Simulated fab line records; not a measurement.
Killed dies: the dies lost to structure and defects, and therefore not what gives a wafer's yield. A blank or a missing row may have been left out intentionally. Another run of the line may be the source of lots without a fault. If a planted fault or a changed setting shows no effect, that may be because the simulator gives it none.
Chamber matching / flow n5 finfet / N5_BEOL_M5_DESCUM_16 on rie diel-04: 4 sister chambers
The step chemistry O2, time 7 s. 8 wafers are shown with their chamber, then 12 later ones without.

== WAFERS, EACH WITH ITS CHAMBER ==
wafer=L079.6; chamber=3; drypump motor current A (A)=5.7; throttle valve pct (%)=20.63
wafer=L082.1; chamber=3; drypump motor current A (A)=5.6; throttle valve pct (%)=20.65
wafer=L085.3; chamber=0; drypump motor current A (A)=5.8; throttle valve pct (%)=20.33
wafer=L085.4; chamber=0; drypump motor current A (A)=5.8; throttle valve pct (%)=20.32
wafer=L086.5; chamber=2; drypump motor current A (A)=5.2; throttle valve pct (%)=20.61
wafer=L076.3; chamber=1; drypump motor current A (A)=6.3; throttle valve pct (%)=20.23
wafer=L076.4; chamber=2; drypump motor current A (A)=5.2; throttle valve pct (%)=20.61
wafer=L076.6; chamber=1; drypump motor current A (A)=6.3; throttle valve pct (%)=20.22

== WAFERS MISSING THEIR CHAMBER ==
wafer=L091.2; drypump motor current A (A)=6.3; throttle valve pct (%)=20.23
wafer=L091.5; drypump motor current A (A)=5.3; throttle valve pct (%)=20.61
wafer=L091.6; drypump motor current A (A)=5.7; throttle valve pct (%)=20.22
wafer=L094.1; drypump motor current A (A)=6.3; throttle valve pct (%)=20.25
wafer=L094.2; drypump motor current A (A)=5.6; throttle valve pct (%)=20.22
wafer=L094.3; drypump motor current A (A)=5.2; throttle valve pct (%)=20.64
wafer=L094.4; drypump motor current A (A)=5.8; throttle valve pct (%)=20.38
wafer=L094.5; drypump motor current A (A)=5.8; throttle valve pct (%)=20.36
wafer=L094.6; drypump motor current A (A)=6.3; throttle valve pct (%)=20.24
wafer=L096.2; drypump motor current A (A)=5.2; throttle valve pct (%)=20.63
wafer=L096.5; drypump motor current A (A)=6.3; throttle valve pct (%)=20.24
wafer=L096.6; drypump motor current A (A)=5.8; throttle valve pct (%)=20.35

== THE CHAMBER EACH PASSED THROUGH ==
wafer=L091.2; from the rows above=1; in truth=1
wafer=L091.5; from the rows above=2; in truth=2
wafer=L091.6; from the rows above=0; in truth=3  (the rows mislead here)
wafer=L094.1; from the rows above=1; in truth=1
wafer=L094.2; from the rows above=0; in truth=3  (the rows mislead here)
wafer=L094.3; from the rows above=2; in truth=2
wafer=L094.4; from the rows above=0; in truth=0
wafer=L094.5; from the rows above=0; in truth=0
wafer=L094.6; from the rows above=1; in truth=1
wafer=L096.2; from the rows above=2; in truth=2
wafer=L096.5; from the rows above=1; in truth=1
wafer=L096.6; from the rows above=0; in truth=0
Correctly placed: 10 of 12. Can't be placed from these rows: 0. Placed wrongly: 2.
How it was worked out, from the rows above alone: a wafer's distance from a chamber is the root of the sum, over the readings, of the square of ((its reading less the chamber's mean) divided by the reading's scatter). The wafer belongs to the nearest chamber; if the next one is less than 2 further off, it can't be placed. A chamber's mean is the mean of its shown wafers. The scatter: the root of (the sum of the squares of (reading less its chamber's mean) over the shown wafers, divided by (wafers less chambers)).
